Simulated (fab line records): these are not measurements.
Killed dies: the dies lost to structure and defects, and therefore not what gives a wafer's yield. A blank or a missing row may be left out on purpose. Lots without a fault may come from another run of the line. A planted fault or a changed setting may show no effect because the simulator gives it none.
Lot-split experiment / flow n5-finfet / 7 lots, 21 wafers read, on a route of 1938 steps

== SPLIT DETAILS ==
At N5_BEOL_M5_ILD_DEP_00 (deposits SiCOH lowk from DEMS/porogen, target thk 140.64 nm, time 25.9 s), the setting time-s was moved away from the recipe's 25.9 s on 3 of the 21 wafers read, by +14.8%. The other wafers ran this setting at the recipe's value.

== SPLIT TO READING: what lies between them in the file, 1 step ==
- N5_BEOL_M5_CURE_79: cures SiCOH lowk, time 240 s

== THE READING ==
Values of M5_ILD_THK in nm from N5_BEOL_M5_THK_MEAS_01. Fault-free wafers of this fab line usually give 120.9 nm, standard deviation 1.8 nm.

wafer=L078.1; tool, chamber at the split=pecvd-04, 0,1; time-s as run, s=25.9; against the recipe=recipe; M5_ILD_THK, nm=122.4; against lot-mates on the recipe=-
wafer=L078.2; tool, chamber at the split=pecvd-04, 0,1; time-s as run, s=25.9; against the recipe=recipe; M5_ILD_THK, nm=122.5; against lot-mates on the recipe=-
wafer=L078.6; tool, chamber at the split=pecvd-04, 2; time-s as run, s=25.9; against the recipe=recipe; M5_ILD_THK, nm=123.1; against lot-mates on the recipe=-
wafer=L077.3; tool, chamber at the split=pecvd-03, 0; time-s as run, s=25.9; against the recipe=recipe; M5_ILD_THK, nm=118.0; against lot-mates on the recipe=-
wafer=L077.5; tool, chamber at the split=pecvd-03, 0; time-s as run, s=25.9; against the recipe=recipe; M5_ILD_THK, nm=119.0; against lot-mates on the recipe=-
wafer=L077.6; tool, chamber at the split=pecvd-03, 1; time-s as run, s=25.9; against the recipe=recipe; M5_ILD_THK, nm=123.7; against lot-mates on the recipe=-
wafer=L082.3; tool, chamber at the split=pecvd-04, 1; time-s as run, s=25.9; against the recipe=recipe; M5_ILD_THK, nm=122.2; against lot-mates on the recipe=-
wafer=L082.4; tool, chamber at the split=pecvd-04, 0; time-s as run, s=25.9; against the recipe=recipe; M5_ILD_THK, nm=123.5; against lot-mates on the recipe=-
wafer=L082.5; tool, chamber at the split=pecvd-04, 1; time-s as run, s=25.9; against the recipe=recipe; M5_ILD_THK, nm=123.1; against lot-mates on the recipe=-
wafer=L090.1; tool, chamber at the split=pecvd-03, 2; time-s as run, s=25.9; against the recipe=recipe; M5_ILD_THK, nm=119.8; against lot-mates on the recipe=-
wafer=L090.3; tool, chamber at the split=pecvd-03, 1; time-s as run, s=25.9; against the recipe=recipe; M5_ILD_THK, nm=118.7; against lot-mates on the recipe=-
wafer=L090.6; tool, chamber at the split=pecvd-03, 2; time-s as run, s=25.9; against the recipe=recipe; M5_ILD_THK, nm=119.5; against lot-mates on the recipe=-
wafer=L092.1; tool, chamber at the split=pecvd-01, 2; time-s as run, s=25.9; against the recipe=recipe; M5_ILD_THK, nm=119.7; against lot-mates on the recipe=-
wafer=L092.2; tool, chamber at the split=pecvd-01, 0; time-s as run, s=25.9; against the recipe=recipe; M5_ILD_THK, nm=118.4; against lot-mates on the recipe=-
wafer=L092.6; tool, chamber at the split=pecvd-01, 2; time-s as run, s=25.9; against the recipe=recipe; M5_ILD_THK, nm=122.6; against lot-mates on the recipe=-
wafer=L095.3; tool, chamber at the split=pecvd-04, 2,1; time-s as run, s=25.9; against the recipe=recipe; M5_ILD_THK, nm=122.7; against lot-mates on the recipe=-
wafer=L095.5; tool, chamber at the split=pecvd-04, 2,1; time-s as run, s=25.9; against the recipe=recipe; M5_ILD_THK, nm=122.8; against lot-mates on the recipe=-
wafer=L095.6; tool, chamber at the split=pecvd-04, 0; time-s as run, s=25.9; against the recipe=recipe; M5_ILD_THK, nm=122.2; against lot-mates on the recipe=-
wafer=L094.3; tool, chamber at the split=pecvd-01, 1; time-s as run, s=29.73; against the recipe=+14.8%; M5_ILD_THK, nm=136.8; against lot-mates on the recipe=no lot-mate on the recipe
wafer=L094.4; tool, chamber at the split=pecvd-01, 1; time-s as run, s=29.73; against the recipe=+14.8%; M5_ILD_THK, nm=136.4; against lot-mates on the recipe=no lot-mate on the recipe
wafer=L094.6; tool, chamber at the split=pecvd-01, 1; time-s as run, s=29.73; against the recipe=+14.8%; M5_ILD_THK, nm=137.6; against lot-mates on the recipe=no lot-mate on the recipe
If several chambers appear in one row, that row covers several wafers at once and the file leaves open which wafer was in which chamber.

THE FIT
A straight line over all 21 wafers: M5_ILD_THK changes by +1.06 nm for each +1% of time-s; r = +0.95; the points scatter about the line by 1.9 nm.
Too few moved wafers have a lot-mate on the recipe to fit a line with each lot's own level taken away.

== THE WHOLE CHAIN: every reading that the file lists as answering this split, in the file's order ==
step=N5_BEOL_M5_ILD_DEP_00; what it does=deposits SiCOH lowk from DEMS/porogen, target thk 140.64 nm, time 25.9 s; reading=SiCOH_lowk_of_BEOL_M5_ILD_DEP_00.thk-nm (the simulator's own value, which no gauge read); change (the file's fit)=+1.22 nm for each +1% of the setting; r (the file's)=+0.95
step=N5_BEOL_M5_CURE_79; what it does=cures SiCOH lowk, time 240 s; reading=SiCOH_lowk_of_BEOL_M5_ILD_DEP_00.thk-nm (the simulator's own value, which no gauge read); change (the file's fit)=+1.06 nm for each +1% of the setting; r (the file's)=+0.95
step=N5_BEOL_M5_THK_MEAS_01; what it does=; reading=M5_ILD_THK; change (the file's fit)=+1.05 for each +1% of the setting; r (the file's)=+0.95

== THE FILE'S OWN FIT ==
M5_ILD_THK changes by +1.05 nm for each +1% of time-s, r = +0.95.
